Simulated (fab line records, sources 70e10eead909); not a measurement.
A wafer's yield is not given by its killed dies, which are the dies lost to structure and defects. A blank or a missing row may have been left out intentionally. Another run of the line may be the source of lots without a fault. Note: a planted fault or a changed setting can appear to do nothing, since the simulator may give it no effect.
Comparing a struck lot with a sound one / flow nand harc / 41 steps out of a route of 1302
Sound: these wafers, L686.2, L686.4, L686.5. The struck wafers were L695.3, L695.4, L695.5. Last of all comes the cause.
At each step with rows: each side's tool, then ch and its chambers, then its first start. Under that, the readings that differ: sound wafers / struck wafers / difference of the means / sigmas: that difference in standard deviations of wafers without a fault.
alike: a reading whose means differ by less than 2 such deviations, as well as words and numbers matching on both sides. not compared: withheld readings; readings where some wafer has no value; bounds like >300 that might hide an equal value; numbers whose values overlap and for which the record gives no deviation.
Wherever a step has rows on one side only, a row that says differs or no value, or a row with sigmas, the two part there. Numbers that don't overlap but have no deviation are shown without sigmas and don't part them. A reading missing from all wafers of one side parts the sides only when that side holds two or more wafers.

first, 6 steps without rows for these wafers: NHARC_A_DECK1_JOINT_ETCH_18 (etches SiO2 in dHF, target depth 3 nm); NHARC_A_DECK1_JOINT_WET_08 (chemistry H3PO4, time 86 s); NHARC_A_DECK1_JOINT_ETCH_09 (etches SiO2 in dHF, target depth 5 nm); NHARC_A_DECK1_JOINT_WET_10 (chemistry H3PO4, time 86 s); NHARC_A_DECK1_JOINT_ETCH_11 (etches SiO2 in dHF, target depth 35 nm); NHARC_A_DECK1_JOINT_CVD_12 (deposits poly-Si, target thk 90 nm, time 1800 s).
NHARC_A_DECK1_JOINT_CMP_13: polishes, target thk 51.023 nm.
  sound on cmp-01 ch 0,2,3, day 11 15:32; struck on cmp-03 ch 0,1,3, day 15 20:22
  alike: motor current A, time to endpoint s
NHARC_A_DECK1_JOINT_THK_MEAS_14: measures by ellipsometry.
  sound on film metro-01 at day 11 15:46; struck on film metro-02 at day 15 20:34
  alike: thk nm
after that, 1 step had no rows for these wafers: NHARC_A_DECK1_JOINT_SRD_04.
NHARC_A_DECK1_JOINT_ETCHBACK_00: etches the open film in HBr, target depth 30 nm, time 17.4 s.
  sound on rie si-04 ch 0,3, day 11 15:53; struck on rie si-04 ch 2,3, day 15 20:43
  alike: drypump motor current A, hbr flow sccm, oes product au, throttle valve pct
  not compared: rf hours counter h
then, 2 steps without rows for these wafers: NHARC_A_DECK1_JOINT_PRECLEAN_30 (cleans in SC1); NHARC_A_DECK1_JOINT_SRD_31.
NHARC_A_DECK1_JOINT_CVD_34: deposits SiNx, target thk 20 nm.
  sound on lpcvd-01 ch 0, day 11 20:13; struck on lpcvd-01 ch 0, day 16 00:05
  alike: spike tc lower C, zone power centre pct
then, 5 steps without rows for these wafers: NHARC_A_DECK1_JOINT_DEP_06 (deposits SiOx, target thk 80 nm); NHARC_A_DECK1_JOINT_CURE_26 (time 32 s); NHARC_A_DECK1_JOINT_ANNEAL_27 (time 3600 s); NHARC_A_DECK1_JOINT_ANNEAL_28 (time 1800 s); NHARC_A_DECK1_JOINT_ANNEAL_29 (time 1800 s).
NHARC_A_DECK1_JOINT_CMP_02: polishes SiOx.
  sound on cmp-01 ch 2,3, day 12 16:04; struck on cmp-02 ch 1,2, day 16 23:32
  alike: motor current A
after that, 1 step had no rows for these wafers: NHARC_A_DECK1_JOINT_SRD_15.
NHARC_A_DECK1_JOINT_DEP_16: deposits SiO2, target thk 45 nm.
  sound on pecvd-01 ch 1,2, day 12 16:36; struck on pecvd-04 ch 0,1,2, day 16 23:58
  alike: heater power w, throttle valve pct
NHARC_A_DECK1_JOINT_THK_MEAS_17: measures by ellipsometry.
  sound on film metro-02 at day 12 16:49; struck on film metro-01 at day 17 00:12
  alike: thk nm
then, no rows for these wafers at 1 step: NHARC_A_ONON_D2_DEP_00 (target thk 1000 nm).
NHARC_A_ONON_D2_THK_MEAS_02: measures by ellipsometry.
  sound on film metro-01 at day 12 17:25; struck on film metro-01 at day 17 00:48
  alike: thk nm
then, no rows for these wafers at 1 step: NHARC_A_ONON_D2_DEP_03 (target thk 1000 nm).
NHARC_A_ONON_D2_THK_MEAS_05: measures by ellipsometry.
  sound on film metro-01 at day 12 18:08; struck on film metro-01 at day 17 01:22
  alike: thk nm
then, no rows for these wafers at 1 step: NHARC_A_ONON_D2_DEP_06 (target thk 1000 nm).
NHARC_A_ONON_D2_THK_MEAS_08: measures by ellipsometry.
  sound on film metro-02 at day 12 18:42; struck on film metro-01 at day 17 01:56
  alike: thk nm
then, no rows for these wafers at 1 step: NHARC_A_ONON_D2_DEP_09 (target thk 1000 nm).
NHARC_A_ONON_D2_THK_MEAS_11: measures by ellipsometry.
  sound on film metro-02 at day 12 19:16; struck on film metro-01 at day 17 02:31
reading=thk nm (nm); sound=976 976 975; struck=1011 1013 1013; difference=+37; sigmas=+4
then, no rows for these wafers at 1 step: NHARC_A_ONON_D2_DEP_12 (target thk 1000 nm).
NHARC_A_ONON_D2_THK_MEAS_14: measures by ellipsometry.
  sound on film metro-02 at day 12 19:50; struck on film metro-01 at day 17 03:05
  alike: thk nm
then, 2 steps without rows for these wafers: NHARC_A_ONON_D2_ANNEAL_15 (time 3600 s); NHARC_A_ONON_D2_DEP_16 (target thk 1000 nm).
NHARC_A_ONON_D2_THK_MEAS_18: measures by ellipsometry.
  sound on film metro-01 at day 13 03:14; struck on film metro-02 at day 17 10:31
  alike: thk nm
then, no rows for these wafers at 1 step: NHARC_A_ONON_D2_DEP_19 (target thk 1000 nm).
NHARC_A_ONON_D2_THK_MEAS_21: measures by ellipsometry.
  sound on film metro-01 at day 13 03:48; struck on film metro-01 at day 17 11:07
  alike: thk nm
then, no rows for these wafers at 1 step: NHARC_A_ONON_D2_DEP_22 (target thk 1000 nm).
NHARC_A_ONON_D2_THK_MEAS_24: measures by ellipsometry.
  sound on film metro-02 at day 13 04:22; struck on film metro-01 at day 17 11:41
reading=thk nm (nm); sound=1008 1007 1005; struck=985 986 986; difference=-21; sigmas=-2
then, no rows for these wafers at 1 step: NHARC_A_ONON_D2_DEP_25 (target thk 1000 nm).
-- the record jumps here: 12 days lie between the struck wafers' starts before and after (it left off in module A_ONON_D2 and takes up again in module END, whose first step shown is number 1302 of the route) --
NHARC_END_SORT_01:
  sound on prober-01 ch 0, day 24 12:03; struck on prober-01 ch 0, day 29 02:15
reading=killed at array; sound=64 48 78; struck=104 118 109; difference=+47; sigmas=+3
reading=killed dies; sound=67 48 79; struck=110 126 113; difference=+52; sigmas=+3
  alike: killed at other, killed at periphery, killed open, killed short

== WHERE THEY PART ==
Earliest at NHARC_A_ONON_D2_THK_MEAS_11; latest, in this record, at NHARC_END_SORT_01.

WHY: whatever the simulator had introduced
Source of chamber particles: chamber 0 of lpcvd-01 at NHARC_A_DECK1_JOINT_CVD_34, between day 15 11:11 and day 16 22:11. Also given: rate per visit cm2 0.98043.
